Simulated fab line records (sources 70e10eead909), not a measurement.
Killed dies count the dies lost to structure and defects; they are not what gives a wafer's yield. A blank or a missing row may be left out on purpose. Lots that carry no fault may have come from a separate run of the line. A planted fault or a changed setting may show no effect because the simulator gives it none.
Chamber matching	flow nand harc	NHARC_P_CONTACT_DESCUM_17 on rie diel-02 has 4 sister chambers
The step chemistry O2, time 3 s. 16 wafers are shown with their chamber, then 8 later ones without.

== EACH WAFER AND ITS CHAMBER ==
wafer	chamber	drypump motor current A (A)	oes product au (a.u.)	throttle valve pct (%)
L075.2	1	5.8	1.018	11.317
L075.4	2	5.4	0.977	11.318
L075.5	1	5.9	1.005	11.315
L077.3	1	5.9	0.995	11.324
L077.4	0	5.3	1.002	11.308
L077.5	0	5.3	1.000	11.303
L078.1	0	5.3	0.994	11.294
L078.3	3	4.8	0.976	11.315
L078.4	2	5.4	0.984	11.329
L085.3	1	5.9	1.004	11.307
L085.4	2	5.4	0.983	11.310
L085.5	1	5.9	0.998	11.299
L088.1	3	4.8	1.005	11.317
L088.3	0	5.3	1.002	11.305
L088.6	3	4.8	0.997	11.319
L094.3	3	4.8	0.995	11.323

SIGNATURES, as means of the wafers listed above
reading	chamber 0	chamber 1	chamber 2	chamber 3	scatter within a chamber
drypump motor current A	5.300	5.880	5.400	4.800	0.0258
oes product au	0.99950	1.00400	0.98133	0.99325	0.00836
throttle valve pct	11.30250	11.31240	11.31900	11.31850	0.00762
Rule: for a wafer and a chamber, the distance is found by dividing, reading by reading, the gap between the wafer's reading and the chamber's mean by the reading's scatter, squaring, summing and taking the root. If the next closest chamber is less than 2 further off than the closest, the wafer can't be placed; otherwise it belongs to the closest. The scatter is the square root of a quotient: the sum, over the shown wafers, of each reading's squared deviation from its chamber's mean, divided by wafers minus chambers.

== WAFERS WITHOUT THEIR CHAMBER ==
wafer	drypump motor current A (A)	oes product au (a.u.)	throttle valve pct (%)
L094.4	5.4	0.985	11.315
L094.6	4.8	0.985	11.306
L094.1	5.8	0.994	11.300
L094.2	5.3	0.994	11.316
L094.5	5.4	0.980	11.301
L095.2	5.4	0.995	11.314
L095.4	5.9	1.001	11.316
L095.5	5.3	1.007	11.310

== THE CHAMBER EACH PASSED THROUGH ==
wafer	from the rows above	in truth
L094.4	2	2
L094.6	3	3
L094.1	1	1
L094.2	0	0
L094.5	2	2
L095.2	2	2
L095.4	1	1
L095.5	0	0
Placed correctly: 8 of 8. Not placeable from these rows: 0. 0 placed wrongly.
